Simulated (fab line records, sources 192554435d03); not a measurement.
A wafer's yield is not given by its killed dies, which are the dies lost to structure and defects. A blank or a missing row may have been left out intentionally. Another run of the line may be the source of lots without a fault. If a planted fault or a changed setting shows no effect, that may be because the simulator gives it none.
What tool caused it? :: flow n5_finfet :: 10 lots with 28 wafers sampled at 6 steps, on a route of 1938 steps

== WHAT THE GAUGES READ, wafer by wafer ==
N5_BEOL_M3_THK_MEAS_01.
lot: L446
measured: day 7 22:04
on: film_metro-02
M3_ILD_THK (nm): 80.7 78.8 77.0

lot: L447
measured: day 8 22:52
on: film_metro-01
M3_ILD_THK (nm): 78.3 80.1 80.9

lot: L452
measured: day 9 22:13
on: film_metro-02
M3_ILD_THK (nm): 77.7 78.3 79.8

lot: L455
measured: day 10 19:17
on: film_metro-02
M3_ILD_THK (nm): 76.7 81.3 79.6

lot: L458
measured: day 11 04:36
on: film_metro-01
M3_ILD_THK (nm): 78.0 79.3 79.7

lot: L460
measured: day 11 12:25
on: film_metro-02
M3_ILD_THK (nm): 79.4 79.8 79.7

lot: L461
measured: day 12 02:02
on: film_metro-01
M3_ILD_THK (nm): 91.5 94.1

lot: L462
measured: day 12 14:43
on: film_metro-01
M3_ILD_THK (nm): 90.9 92.1

lot: L463
measured: day 12 22:55
on: film_metro-02
M3_ILD_THK (nm): 79.7 80.9 81.2

lot: L465
measured: day 13 04:28
on: film_metro-02
M3_ILD_THK (nm): 79.5 80.2 80.9

N5_BEOL_M4_RC_MEAS_101.
lot: L446
measured: day 9 14:45
on: prober-02
DIBL_N (mV/V): 31.4 36.5 35.3
DIBL_P (mV/V): 29 36 34
IOFF_N (nA/um): 0.09 0.17 0.14
IOFF_P (nA/um): 0.13 0.21 0.18
ION_N (uA/um): 648 691 677
ION_P (uA/um): 452 470 463
SS_N (mV/dec): 69.9 71.7 71.3
SS_P (mV/dec): 71.0 72.6 72.5
VT_N (mV): 256 246 252
VT_P (mV): -257 -249 -253

lot: L447
measured: day 10 00:55
on: prober-02
DIBL_N (mV/V): 32.8 35.5 34.9
DIBL_P (mV/V): 32 35 34
IOFF_N (nA/um): 0.11 0.15 0.14
IOFF_P (nA/um): 0.14 0.19 0.16
ION_N (uA/um): 648 673 696
ION_P (uA/um): 457 457 462
SS_N (mV/dec): 70.1 70.9 72.1
SS_P (mV/dec): 72.0 72.6 73.0
VT_N (mV): 253 249 250
VT_P (mV): -255 -253 -255

lot: L452
measured: day 10 22:13
on: prober-02
DIBL_N (mV/V): 36.4 37.7 36.7
DIBL_P (mV/V): 37 38 36
IOFF_N (nA/um): 0.16 0.19 0.15
IOFF_P (nA/um): 0.22 0.23 0.19
ION_N (uA/um): 677 709 672
ION_P (uA/um): 468 480 457
SS_N (mV/dec): 71.0 71.3 71.5
SS_P (mV/dec): 74.2 73.8 73.1
VT_N (mV): 247 243 251
VT_P (mV): -248 -249 -252

lot: L455
measured: day 11 23:30
on: prober-01
DIBL_N (mV/V): 34.6 39.2 42.8
DIBL_P (mV/V): 35 41 45
IOFF_N (nA/um): 0.13 0.20 0.29
IOFF_P (nA/um): 0.16 0.24 0.35
ION_N (uA/um): 667 671 698
ION_P (uA/um): 461 459 474
SS_N (mV/dec): 71.4 72.4 73.4
SS_P (mV/dec): 72.8 74.0 75.4
VT_N (mV): 254 251 245
VT_P (mV): -254 -249 -246

lot: L458
measured: day 12 02:02
on: prober-01
DIBL_N (mV/V): 36.6 40.7 37.0
DIBL_P (mV/V): 38 43 40
IOFF_N (nA/um): 0.16 0.25 0.16
IOFF_P (nA/um): 0.19 0.26 0.21
ION_N (uA/um): 692 694 668
ION_P (uA/um): 463 461 454
SS_N (mV/dec): 71.7 72.5 70.8
SS_P (mV/dec): 73.7 74.8 73.7
VT_N (mV): 248 247 254
VT_P (mV): -253 -250 -254

lot: L460
measured: day 12 22:44
on: prober-02
DIBL_N (mV/V): 34.7 37.8 34.3
DIBL_P (mV/V): 35 41 36
IOFF_N (nA/um): 0.13 0.18 0.12
IOFF_P (nA/um): 0.14 0.22 0.16
ION_N (uA/um): 667 671 658
ION_P (uA/um): 445 450 445
SS_N (mV/dec): 71.0 72.3 71.2
SS_P (mV/dec): 72.4 73.9 72.7
VT_N (mV): 255 251 254
VT_P (mV): -255 -253 -258

lot: L461
measured: day 13 05:12
on: prober-02
DIBL_N (mV/V): 36.9 37.6
DIBL_P (mV/V): 38 37
IOFF_N (nA/um): 0.17 0.17
IOFF_P (nA/um): 0.24 0.24
ION_N (uA/um): 689 675
ION_P (uA/um): 475 466
SS_N (mV/dec): 71.3 72.1
SS_P (mV/dec): 74.3 74.6
VT_N (mV): 247 249
VT_P (mV): -247 -248

lot: L462
measured: day 13 10:51
on: prober-01
DIBL_N (mV/V): 36.5 35.4
DIBL_P (mV/V): 35 34
IOFF_N (nA/um): 0.14 0.13
IOFF_P (nA/um): 0.19 0.17
ION_N (uA/um): 663 670
ION_P (uA/um): 462 461
SS_N (mV/dec): 70.9 71.1
SS_P (mV/dec): 72.6 72.0
VT_N (mV): 250 252
VT_P (mV): -251 -255

lot: L463
measured: day 14 04:37
on: prober-02
DIBL_N (mV/V): 36.8 37.1 37.0
DIBL_P (mV/V): 37 38 38
IOFF_N (nA/um): 0.19 0.20 0.17
IOFF_P (nA/um): 0.23 0.23 0.23
ION_N (uA/um): 697 694 673
ION_P (uA/um): 475 466 466
SS_N (mV/dec): 71.2 71.2 71.6
SS_P (mV/dec): 72.9 73.8 74.1
VT_N (mV): 246 246 247
VT_P (mV): -248 -253 -251

lot: L465
measured: day 14 07:26
on: prober-01
DIBL_N (mV/V): 28.6 32.5 32.1
DIBL_P (mV/V): 29 32 33
IOFF_N (nA/um): 0.06 0.11 0.11
IOFF_P (nA/um): 0.09 0.12 0.13
ION_N (uA/um): 633 658 677
ION_P (uA/um): 435 440 462
SS_N (mV/dec): 70.3 71.0 70.6
SS_P (mV/dec): 70.7 71.9 71.7
VT_N (mV): 264 256 253
VT_P (mV): -265 -259 -259

== EACH LOT AND THE TOOL THAT RAN IT (in order: tool; ch and the chambers of the sampled wafers; start) ==
lot: L446
N5_BEOL_M2_ANNEAL_89: pvd_sputter-03, day 7 20:05
N5_BEOL_M2_PRE_CLEAN_60: cvd_co-02 ch 0,1,2, day 7 21:43
N5_BEOL_M2_CO_CAP_55: cvd_co-02 ch 0,1,2, day 7 21:45
N5_BEOL_M3_ILD_DEP_00: pecvd-01 ch 0,1,2, day 7 22:00

lot: L447
N5_BEOL_M2_ANNEAL_89: pvd_sputter-01, day 8 20:53
N5_BEOL_M2_PRE_CLEAN_60: cvd_co-02 ch 0,1, day 8 22:31
N5_BEOL_M2_CO_CAP_55: cvd_co-02 ch 0,1, day 8 22:33
N5_BEOL_M3_ILD_DEP_00: pecvd-04 ch 0,1, day 8 22:47

lot: L452
N5_BEOL_M2_ANNEAL_89: pvd_sputter-03, day 9 20:03
N5_BEOL_M2_PRE_CLEAN_60: cvd_co-02 ch 1,2, day 9 21:52
N5_BEOL_M2_CO_CAP_55: cvd_co-02 ch 1,2, day 9 21:55
N5_BEOL_M3_ILD_DEP_00: pecvd-02 ch 0,1,2, day 9 22:09

lot: L455
N5_BEOL_M2_ANNEAL_89: pvd_sputter-02, day 10 17:16
N5_BEOL_M2_PRE_CLEAN_60: cvd_co-01 ch 0,1,2, day 10 18:55
N5_BEOL_M2_CO_CAP_55: cvd_co-01 ch 0,1,2, day 10 18:57
N5_BEOL_M3_ILD_DEP_00: pecvd-01 ch 0,1,2, day 10 19:14

lot: L458
N5_BEOL_M2_ANNEAL_89: pvd_sputter-01, day 11 02:37
N5_BEOL_M2_PRE_CLEAN_60: cvd_co-02 ch 1,2, day 11 04:14
N5_BEOL_M2_CO_CAP_55: cvd_co-02 ch 1,2, day 11 04:17
N5_BEOL_M3_ILD_DEP_00: pecvd-04 ch 0,1,2, day 11 04:32

lot: L460
N5_BEOL_M2_ANNEAL_89: pvd_sputter-01, day 11 10:26
N5_BEOL_M2_PRE_CLEAN_60: cvd_co-02 ch 0,2, day 11 12:03
N5_BEOL_M2_CO_CAP_55: cvd_co-02 ch 0,2, day 11 12:05
N5_BEOL_M3_ILD_DEP_00: pecvd-04 ch 0,2, day 11 12:21

lot: L461
N5_BEOL_M2_ANNEAL_89: pvd_sputter-01, day 11 23:47
N5_BEOL_M2_PRE_CLEAN_60: cvd_co-01 ch 1,2, day 12 01:41
N5_BEOL_M2_CO_CAP_55: cvd_co-01 ch 1,2, day 12 01:43
N5_BEOL_M3_ILD_DEP_00: pecvd-04 ch 1, day 12 01:58

lot: L462
N5_BEOL_M2_ANNEAL_89: pvd_sputter-01, day 12 12:42
N5_BEOL_M2_PRE_CLEAN_60: cvd_co-02 ch 1, day 12 14:19
N5_BEOL_M2_CO_CAP_55: cvd_co-02 ch 1, day 12 14:22
N5_BEOL_M3_ILD_DEP_00: pecvd-04 ch 1, day 12 14:38

lot: L463
N5_BEOL_M2_ANNEAL_89: pvd_sputter-01, day 12 20:49
N5_BEOL_M2_PRE_CLEAN_60: cvd_co-02 ch 0,1,2, day 12 22:32
N5_BEOL_M2_CO_CAP_55: cvd_co-02 ch 0,1,2, day 12 22:35
N5_BEOL_M3_ILD_DEP_00: pecvd-01 ch 0,2, day 12 22:49

lot: L465
N5_BEOL_M2_ANNEAL_89: pvd_sputter-01, day 13 02:27
N5_BEOL_M2_PRE_CLEAN_60: cvd_co-02 ch 1,2, day 13 04:05
N5_BEOL_M2_CO_CAP_55: cvd_co-02 ch 1,2, day 13 04:08
N5_BEOL_M3_ILD_DEP_00: pecvd-01 ch 0,2, day 13 04:23
- N5_BEOL_M2_ANNEAL_89: time 240 s.
- N5_BEOL_M2_PRE_CLEAN_60: time 15 s.
- N5_BEOL_M2_CO_CAP_55: material Co, precursor CCTBA/H2, target thk 2 nm, time 102.1 s.
- N5_BEOL_M3_ILD_DEP_00: deposits SiOC from DEMS/O2, target thk 79 nm, time 15.3 s.

== WHAT THE TOOLS THEMSELVES READ (means of the sampled wafers that have a number; where no wafer has one, the mark that the record gives instead) ==
N5_BEOL_M2_ANNEAL_89.
lot: L446
tool: pvd_sputter-03
heater_power_w (W): 839

lot: L447
tool: pvd_sputter-01
heater_power_w (W): 807

lot: L452
tool: pvd_sputter-03
heater_power_w (W): 844

lot: L455
tool: pvd_sputter-02
heater_power_w (W): 801

lot: L458
tool: pvd_sputter-01
heater_power_w (W): 884

lot: L460
tool: pvd_sputter-01
heater_power_w (W): 828

lot: L461
tool: pvd_sputter-01
heater_power_w (W): 886

lot: L462
tool: pvd_sputter-01
heater_power_w (W): 866

lot: L463
tool: pvd_sputter-01
heater_power_w (W): 796

lot: L465
tool: pvd_sputter-01
heater_power_w (W): 788

N5_BEOL_M2_PRE_CLEAN_60.
lot: L446
tool: cvd_co-02
heater_power_outer_w (W): 16
heater_power_w (W): 71

lot: L447
tool: cvd_co-02
heater_power_outer_w (W): 6
heater_power_w (W): 47

lot: L452
tool: cvd_co-02
heater_power_outer_w (W): 10
heater_power_w (W): 54

lot: L455
tool: cvd_co-01
heater_power_outer_w (W): 18
heater_power_w (W): 80

lot: L458
tool: cvd_co-02
heater_power_outer_w (W): 10
heater_power_w (W): 54

lot: L460
tool: cvd_co-02
heater_power_outer_w (W): 23
heater_power_w (W): 89

lot: L461
tool: cvd_co-01
heater_power_outer_w (W): 7
heater_power_w (W): 62

lot: L462
tool: cvd_co-02
heater_power_outer_w (W): 0
heater_power_w (W): 30

lot: L463
tool: cvd_co-02
heater_power_outer_w (W): 16
heater_power_w (W): 72

lot: L465
tool: cvd_co-02
heater_power_outer_w (W): 21
heater_power_w (W): 79

N5_BEOL_M2_CO_CAP_55.
lot: L446
tool: cvd_co-02
heater_power_outer_w (W): 116
heater_power_w (W): 214

lot: L447
tool: cvd_co-02
heater_power_outer_w (W): 98
heater_power_w (W): 192

lot: L452
tool: cvd_co-02
heater_power_outer_w (W): 104
heater_power_w (W): 200

lot: L455
tool: cvd_co-01
heater_power_outer_w (W): 121
heater_power_w (W): 232

lot: L458
tool: cvd_co-02
heater_power_outer_w (W): 103
heater_power_w (W): 199

lot: L460
tool: cvd_co-02
heater_power_outer_w (W): 125
heater_power_w (W): 242

lot: L461
tool: cvd_co-01
heater_power_outer_w (W): 107
heater_power_w (W): 206

lot: L462
tool: cvd_co-02
heater_power_outer_w (W): 90
heater_power_w (W): 168

lot: L463
tool: cvd_co-02
heater_power_outer_w (W): 115
heater_power_w (W): 219

lot: L465
tool: cvd_co-02
heater_power_outer_w (W): 122
heater_power_w (W): 228

N5_BEOL_M3_ILD_DEP_00.
lot: L446
tool: pecvd-01
heater_power_outer_w (W): 273
heater_power_w (W): 522
showerhead_plenum_p_Torr (Torr): 5.699
throttle_valve_pct (%): 11.5

lot: L447
tool: pecvd-04
heater_power_outer_w (W): 259
heater_power_w (W): 508
showerhead_plenum_p_Torr (Torr): 5.699
throttle_valve_pct (%): 12.0

lot: L452
tool: pecvd-02
heater_power_outer_w (W): 237
heater_power_w (W): 442
showerhead_plenum_p_Torr (Torr): 5.689
throttle_valve_pct (%): 12.1

lot: L455
tool: pecvd-01
heater_power_outer_w (W): 274
heater_power_w (W): 517
showerhead_plenum_p_Torr (Torr): 5.697
throttle_valve_pct (%): 11.7

lot: L458
tool: pecvd-04
heater_power_outer_w (W): 219
heater_power_w (W): 455
showerhead_plenum_p_Torr (Torr): 5.694
throttle_valve_pct (%): 12.2

lot: L460
tool: pecvd-04
heater_power_outer_w (W): 205
heater_power_w (W): 452
showerhead_plenum_p_Torr (Torr): 5.706
throttle_valve_pct (%): 11.8

lot: L461
tool: pecvd-04
heater_power_outer_w (W): 293
heater_power_w (W): 500
showerhead_plenum_p_Torr (Torr): 5.700
throttle_valve_pct (%): 12.9

lot: L462
tool: pecvd-04
heater_power_outer_w (W): 289
heater_power_w (W): 510
showerhead_plenum_p_Torr (Torr): 5.691
throttle_valve_pct (%): 12.9

lot: L463
tool: pecvd-01
heater_power_outer_w (W): 273
heater_power_w (W): 494
showerhead_plenum_p_Torr (Torr): 5.687
throttle_valve_pct (%): 11.5

lot: L465
tool: pecvd-01
heater_power_outer_w (W): 290
heater_power_w (W): 518
showerhead_plenum_p_Torr (Torr): 5.697
throttle_valve_pct (%): 11.5

== THE ANSWER, worked out from the rows above alone ==
Rule: what is usual is taken from the lots themselves. The widest of any qualifying gaps counts: lots, ordered by their means at a reading, are off when they make up no more than a third of the lots, leave a main group of 4 or more, and stand apart from it by 3 or more times the standard deviation of that group's means. Not used: any main group whose means are identical at the precision the tables above print for the reading. A lot without any number at a reading at which 4 lots or more have one is off too. Where the step has rows for the other lots, those lots are counted as sound. After the gauges, taken in route order, come the tools' own readings; for these a lot's mean is taken, as printed above. The first step at which some lot is off is used, and at that step the reading that is off furthest; a lot without a number counts as furthest.
Off: L461, L462, seen at N5_BEOL_M3_THK_MEAS_01 (M3_ILD_THK). Main group: mean 79.5 nm, sd 0.65.
A tool fits if, at a process step before that reading, it ran every lot that is off, and no sound lot after the first of them. Those tools and the gauges at N5_BEOL_M3_THK_MEAS_01 are tried in the same way. Can't be told from this: 2 tools fit, pecvd-04 at N5_BEOL_M3_ILD_DEP_00, film_metro-01 at N5_BEOL_M3_THK_MEAS_01.

== WHAT WAS PUT IN BY THE SIMULATOR ==
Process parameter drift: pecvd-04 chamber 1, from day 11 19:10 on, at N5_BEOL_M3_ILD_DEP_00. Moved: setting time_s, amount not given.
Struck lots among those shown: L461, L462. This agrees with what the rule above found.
